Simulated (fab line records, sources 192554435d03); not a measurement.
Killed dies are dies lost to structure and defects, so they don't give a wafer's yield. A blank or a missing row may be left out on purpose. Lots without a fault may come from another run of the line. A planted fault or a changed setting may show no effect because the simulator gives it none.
Chamber matching | flow n5_finfet | N5_BEOL_M5_CURE_80 on uv_cure-02: 3 sister chambers
The step cures SiCOH lowk, time 120 s. 20 wafers are shown with their chamber, then 10 later ones without.

WAFERS WITH THEIR CHAMBER
wafer  | chamber | wafer_temp_C_max | lamp_power_pct (%)
L077.2 | 1       | 372.4            | 52.40
L077.5 | 1       | 372.2            | 52.37
L077.6 | 1       | 372.7            | 52.29
L076.1 | 1       | 373.2            | 52.32
L076.2 | 1       | 372.1            | 52.27
L076.4 | 1       | 372.0            | 52.37
L082.2 | 2       | 372.2            | 52.25
L082.3 | 2       | 372.0            | 52.37
L082.5 | 2       | 372.8            | 52.37
L085.2 | 1       | 371.8            | 52.21
L085.3 | 1       | 372.4            | 52.29
L085.4 | 1       | 372.1            | 52.28
L086.2 | 0       | 371.5            | 52.29
L086.3 | 0       | 371.1            | 52.33
L086.4 | 0       | 371.1            | 52.33
L089.2 | 2       | 371.5            | 52.30
L089.3 | 2       | 371.6            | 52.29
L089.5 | 2       | 371.1            | 52.24
L083.3 | 1       | 372.2            | 52.41
L083.4 | 1       | 372.2            | 52.28

SIGNATURES (means of the wafers above)
reading          | chamber 0 | chamber 1 | chamber 2 | scatter within a chamber
wafer_temp_C_max | 371.233   | 372.300   | 371.867   | 0.443
lamp_power_pct   | 52.3167   | 52.3173   | 52.3033   | 0.0574
Rule: a wafer's distance from a chamber is the root of the sum, over the readings, of the square of ((its reading less the chamber's mean) divided by the reading's scatter). The wafer belongs to the nearest chamber; if the next one is less than 2 further off, it can't be placed. The scatter: the root of (the sum of the squares of (reading less its chamber's mean) over the shown wafers, divided by (wafers less chambers)).

WAFERS WITHOUT THEIR CHAMBER
wafer  | wafer_temp_C_max | lamp_power_pct (%)
L083.5 | 371.9            | 52.30
L094.1 | 371.6            | 52.23
L094.2 | 372.2            | 52.33
L094.3 | 372.2            | 52.38
L095.4 | 372.2            | 52.25
L095.5 | 372.3            | 52.31
L095.6 | 372.0            | 52.34
L096.2 | 373.6            | 52.26
L096.3 | 372.2            | 52.21
L096.6 | 372.1            | 52.22

WHICH CHAMBER EACH WENT THROUGH
wafer  | from the rows above          | in truth
L083.5 | can't be placed: 2 or 1 or 0 | 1
L094.1 | can't be placed: 2 or 0 or 1 | 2
L094.2 | can't be placed: 1 or 2 or 0 | 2
L094.3 | can't be placed: 1 or 2 or 0 | 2
L095.4 | can't be placed: 1 or 2 or 0 | 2
L095.5 | can't be placed: 1 or 2      | 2
L095.6 | can't be placed: 2 or 1 or 0 | 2
L096.2 | can't be placed: 1 or 2      | 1
L096.3 | can't be placed: 2 or 1 or 0 | 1
L096.6 | can't be placed: 2 or 1 or 0 | 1
Placed correctly: 0 of 10. Can't be placed from these rows: 10 (the true chamber is among the candidates in 10). Placed wrongly: 0.
